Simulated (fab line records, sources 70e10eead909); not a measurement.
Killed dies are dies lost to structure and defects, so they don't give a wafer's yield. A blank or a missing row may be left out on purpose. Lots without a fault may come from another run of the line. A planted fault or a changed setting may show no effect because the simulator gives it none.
fab line records | flow nand_harc | part 2 of 2: steps 5 to 6 of 6
record lots=23 wafers=69 last_day=33
route steps=1302 shown A_STAIRCASE@682
lots that met no fault: from a run of the same line without faults
start_h: hours from the record's first day to the start of the lot's first wafer shown | wait_h: hours since the lot's step before | " the same as in the row above | L1.1+2: a row that stands for several wafers | - no value, or no start given | * or withheld: withheld | < > ~ a bound
route shown NAME@n: a module of which the file shows steps, and the number in the route of the first | usual: mean/standard deviation of fault-free wafers | same: alike in all rows | chamber/n: place in a boat | sites: the reading at each site | _std_site: their standard deviation | _edge_site: outer sites' mean less inner sites' | radius_mm: how far each site lies from the wafer's centre | mask NAME#n: copy n | behind: the tool/chamber that last shaped the wafer | hold: why the lot was held/for how many hours/how that ended | device: the transistor (n, p or np) that didn't switch | end of line: the same wafers' tests at the end of the route | a step without rows: its recipe alone | killed: dies lost to structure and defects at the first sort, not the wafer's yield | map: a wafer's dies, x killed, . not, _ none there
set.NAME: the setting as run; set.NAME@STEP: as run at that earlier step | model.NAME: the simulator's own value behind a step, which no gauge read
steps of the route over a sample of lots; a table a step, a row a wafer
services: from which hour (start_h, from the record's first day; less than 0 if before it) a tool's chamber was out of use, for how many hours, and why
## steps
# step NHARC_A_STAIRCASE_TRIM_193
# recipe time_s=211.2 o2_flow_sccm=500 ar_flow_sccm=0 bias_w=0 chemistry=O2
# usual drypump_motor_current_A=5.7/0.62 o2_flow_sccm=500.2/1.4 oes_product_au=1.000/0.012 rf_vpp_V=57.7/0.89 showerhead_plenum_p_Torr=3.51/0.13 throttle_valve_pct=17.036/0.0087
# columns lot.wafer tool chamber start_h wait_h drypump_motor_current_A o2_flow_sccm oes_product_au rf_hours_counter_h rf_vpp_V showerhead_plenum_p_Torr throttle_valve_pct
L077.1 rie_diel-04 3 - - 6.0 502.0 0.988 6 58.1 3.48 17.054
L077.4 " 1 " " 4.8 502.8 0.990 4 57.2 3.49 17.028
L077.5 " 3 " " 6.0 501.3 0.997 - 57.7 3.48 17.042
L075.4 rie_diel-10 3 - - 5.3 499.8 0.993 35 58.3 3.42 17.032
L075.3 " 1 " " 5.1 498.7 1.000 42 56.7 3.49 17.029
L075.5 " 3 " " 5.3 500.6 0.999 - 56.9 3.42 17.042
L074.4 rie_diel-13 2 - - 5.1 500.6 1.018 10 56.3 3.35 17.030
L074.6 " 3 " " 6.6 501.1 0.989 - 56.9 3.53 17.037
L074.5 " 0 " " 5.9 500.4 1.000 - 56.2 3.37 17.034
L076.3 rie_diel-04 0 - - 4.9 500.9 0.988 10 58.7 3.67 17.041
L076.4 " 1 " " 4.8 498.5 0.995 - 58.3 3.49 17.033
L076.5 " 0 " " 4.9 499.1 0.999 - 58.0 3.67 17.043
L079.1 rie_diel-04 0 - - 4.9 498.2 1.004 18 57.7 3.67 17.037
L079.5 " 3 " " 6.0 500.1 0.996 - 57.3 3.48 17.061
L079.4 " 0 " " 4.9 500.0 1.000 - 57.1 3.67 17.053
L078.2 rie_diel-04 1 - - 4.8 498.6 1.003 20 57.0 3.48 17.046
L078.3 " 3 " " 6.0 500.4 0.978 14 57.0 3.48 17.043
L078.4 " 0 " " 4.8 502.1 0.993 - 58.5 3.67 17.033
L080.3 rie_diel-13 2 - - 5.1 500.1 1.021 25 58.1 3.34 17.049
L080.1 " 0 " " 5.9 500.2 1.004 23 58.7 3.37 17.028
L080.6 " 2 " " 5.0 500.7 1.007 - 57.2 3.34 17.037
L083.2 rie_diel-13 1 - - 5.7 499.5 1.011 28 57.2 3.50 17.032
L083.1 " 2 " " 5.1 501.7 1.013 28 57.5 3.34 17.033
L083.6 " 3 " " 6.6 499.0 0.997 - 57.2 3.52 17.035
L082.2 rie_diel-13 3 - - 6.6 500.9 1.007 28 57.2 3.52 17.036
L082.1 " 0 " " 5.9 501.4 1.010 27 57.3 3.36 17.052
L082.5 " 0 " " 5.9 502.1 1.003 - 57.8 3.36 17.031
L084.3 rie_diel-13 2 - - 5.0 500.0 1.001 46 57.7 3.33 17.028
L084.4 " 3 " " 6.6 501.3 0.989 46 57.2 3.51 17.046
L084.5 " 1 " " 5.7 503.8 1.028 - 58.1 3.49 17.031
L085.4 rie_diel-04 1 - - 4.8 499.7 1.002 41 58.0 3.47 17.039
L085.1 " 0 " " 4.9 498.6 1.010 39 58.3 3.66 17.026
L085.6 " 2 " " 6.3 501.2 1.007 - 58.9 3.72 17.048
L086.1 rie_diel-04 2 - - 6.3 499.1 1.014 34 60.1 3.72 17.039
L086.2 " 0 " " 4.8 500.5 0.999 39 57.3 3.66 17.032
L086.5 " 3 " " 6.0 500.3 0.980 - 58.4 3.47 17.028
L088.4 rie_diel-13 3 - - 6.6 500.3 0.990 56 58.0 3.51 17.039
L088.2 " 1 " " 5.7 499.2 1.021 56 57.9 3.48 17.034
L088.6 " 3 " " 6.6 500.5 0.984 - 58.1 3.51 17.039
L087.4 rie_diel-13 1 - - 5.8 501.7 1.008 57 57.1 3.48 17.023
L087.3 " 0 " " 5.9 500.1 1.016 56 57.1 3.35 17.029
L087.5 " 2 " " 5.1 500.6 1.022 - 55.6 3.32 17.040
L089.1 rie_diel-04 2 - - 6.3 501.6 0.995 44 57.8 3.72 17.038
L089.4 " 1 " " 4.8 499.4 0.983 50 57.6 3.47 17.036
L089.5 " 3 " " 6.0 500.9 0.988 - 57.4 3.46 17.047
L090.4 rie_diel-10 2 - - 6.3 498.7 1.005 25 59.6 3.79 17.036
L090.1 " 3 " " 5.3 497.6 1.004 26 56.8 3.40 17.031
L090.5 " 2 " " 6.3 500.8 1.003 - 59.4 3.79 17.027
L091.4 rie_diel-10 2 - - 6.3 499.9 0.989 25 59.4 3.79 17.037
L091.2 " 1 " " 5.1 497.3 0.996 24 56.0 3.47 17.023
L091.6 " 2 " " 6.3 503.1 0.990 - 58.4 3.79 17.032
L092.1 rie_diel-10 1 - - 5.1 501.3 0.993 26 58.2 3.47 17.033
L092.4 " 2 " " 6.3 501.1 0.997 28 57.9 3.79 17.035
L092.6 " 2 " " 6.3 501.1 1.003 - 58.2 3.79 17.047
L093.1 rie_diel-04 3 - - 6.0 497.1 1.004 1 56.9 3.46 17.034
L093.2 " 1 " " 4.8 499.2 1.021 1 56.3 3.46 17.026
L093.4 " 2 " " 6.3 499.6 1.007 1 58.2 3.71 17.038
L094.1 rie_diel-04 1 - - 4.8 498.9 1.009 4 57.6 3.46 17.054
L094.2 " 2 " " 6.3 501.4 0.985 4 59.2 3.71 17.028
L094.5 " 0 " " 4.9 500.4 0.999 - 57.6 3.64 17.034
L096.3 rie_diel-04 0 - - 4.9 499.2 1.005 12 57.8 3.64 17.033
L096.2 " 1 " " 4.8 499.7 0.999 9 57.7 3.46 17.038
L096.5 " 0 " " 4.9 497.6 0.989 - 56.6 3.64 17.036
L095.4 rie_diel-10 2 - - 6.3 500.3 0.998 47 57.8 3.78 17.044
L095.3 " 0 " " 6.3 498.4 0.978 47 58.9 3.50 17.031
L095.2 " 1 " " 5.1 500.2 0.990 41 57.7 3.46 17.050
L097.1 rie_diel-13 3 - - 6.6 499.7 0.986 18 57.3 3.49 17.042
L097.3 " 0 " " 5.8 500.6 1.006 19 56.8 3.33 17.036
L097.2 " 1 " " 5.8 500.3 1.011 20 58.3 3.47 17.047
# step NHARC_A_STAIRCASE_ETCH_197
# recipe target_depth_a=1000 time_s=40.5 ion_energy_ev=400 c4f8_flow_sccm=20 o2_flow_sccm=10 ar_flow_sccm=withheld rf_w=600 bias_w=1000 chemistry=C4F8/O2
# usual oes_product_au=0.951/0.02 rf_vpp_V=895/4.7
# columns lot.wafer tool chamber start_h wait_h oes_product_au rf_hours_counter_h rf_vpp_V
L077.4 rie_diel-10 0 - - 0.937 35 898
L077.1 " 2 " " 0.947 42 887
L077.5 " 0 " " 0.939 - 897
L075.4 rie_diel-13 0 - - 0.929 10 889
L075.3 " 1 " " 0.948 11 896
L075.5 " 0 " " 0.921 - 890
L074.4 rie_diel-10 1 - - 0.949 43 896
L074.6 " 1 " " 0.940 - 893
L074.5 " 2 " " 0.946 - 886
L076.3 rie_diel-04 0 - - 0.932 11 901
L076.4 " 1 " " 0.932 - 894
L076.5 " 2 " " 0.947 - 906
L079.1 rie_diel-04 0 - - 0.939 18 900
L079.4 " 3 " " 0.932 - 893
L079.5 " 1 " " 0.946 - 894
L078.3 rie_diel-13 2 - - 0.993 20 889
L078.2 " 3 " " 0.950 19 896
L078.4 " 0 " " 0.972 18 890
L080.3 rie_diel-04 0 - - 0.959 26 900
L080.1 " 1 " " 0.956 26 893
L080.6 " 3 " " 0.964 - 894
L083.1 rie_diel-04 3 - - 0.911 23 894
L083.2 " 2 " " 0.945 21 903
L083.6 " 0 " " 0.924 - 901
L082.1 rie_diel-13 2 - - 0.966 28 889
L082.2 " 3 " " 0.930 28 895
L082.5 " 1 " " 0.972 - 895
L084.4 rie_diel-13 0 - - 0.941 42 890
L084.3 " 1 " " 0.954 43 894
L084.5 " 0 " " 0.942 - 890
L085.1 rie_diel-10 1 - - 0.977 12 894
L085.4 " 0 " " 0.942 13 897
L085.6 " 1 " " 0.988 - 896
L086.2 rie_diel-04 3 - - 0.927 34 894
L086.1 " 2 " " 0.955 34 903
L086.5 " 3 " " 0.935 - 895
L088.4 rie_diel-13 1 - - 0.966 56 895
L088.2 " 3 " " 0.948 56 894
L088.6 " 1 " " 0.966 - 893
L087.3 rie_diel-10 0 - - 0.928 18 895
L087.4 " 1 " " 0.965 17 893
L087.5 " 0 " " 0.932 - 895
L089.1 rie_diel-04 1 - - 0.962 50 895
L089.4 " 3 " " 0.937 45 894
L089.5 " 0 " " 0.940 - 902
L090.4 rie_diel-13 1 - - 0.982 63 894
L090.1 " 2 " " 0.981 63 888
L090.5 " 3 " " 0.955 - 896
L091.2 rie_diel-13 1 - - 0.987 63 895
L091.4 " 2 " " 0.963 64 887
L091.6 " 0 " " 0.978 - 890
L092.4 rie_diel-10 0 - - 0.924 27 897
L092.1 " 2 " " 0.940 28 905
L092.6 " 0 " " 0.933 - 894
L093.2 rie_diel-10 1 - - 0.977 35 894
L093.4 " 2 " " 0.959 38 905
L093.1 " 3 " " 0.963 43 891
L094.2 rie_diel-13 1 - - 0.930 10 894
L094.1 " 0 " " 0.930 10 890
L094.5 " 2 " " 0.937 - 889
L096.2 rie_diel-13 1 - - 0.974 17 893
L096.3 " 3 " " 0.965 14 895
L096.5 " 1 " " 0.968 - 894
L095.2 rie_diel-10 1 - - 0.944 41 894
L095.4 " 2 " " 0.943 47 905
L095.3 " 3 " " 0.926 52 891
L097.3 rie_diel-10 0 - - 0.956 49 894
L097.2 " 2 " " 0.963 49 906
L097.1 " 3 " " 0.951 54 890
## services
# columns tool chamber start_h hours kind
rie_diel-13 0 353.84 - clean
rie_diel-13 1 353.84 - clean
rie_diel-13 2 353.84 - clean
rie_diel-13 3 353.84 - clean
rie_diel-04 - 354.98 9.0 pm
rie_diel-13 0 378.34 - clean
rie_diel-13 1 378.34 - clean
rie_diel-13 2 378.34 - clean
rie_diel-13 3 378.34 - clean
rie_diel-04 3 381.58 7.2 repair
rie_diel-13 0 402.84 - clean
rie_diel-13 1 402.84 - clean
rie_diel-13 2 402.84 - clean
rie_diel-13 3 402.84 - clean
rie_diel-10 - 419.56 9.0 pm
plasma_asher-02 - 426.36 9.0 pm
rie_diel-13 0 427.40 - clean
rie_diel-13 1 427.40 - clean
rie_diel-13 2 427.40 - clean
plasma_asher-01 - 516.78 0.7 repair
plasma_asher-01 - 519.14 9.0 pm
rie_diel-13 - 521.84 9.0 pm
rie_diel-04 - 531.98 9.0 pm
rie_diel-10 1 556.92 5.6 repair
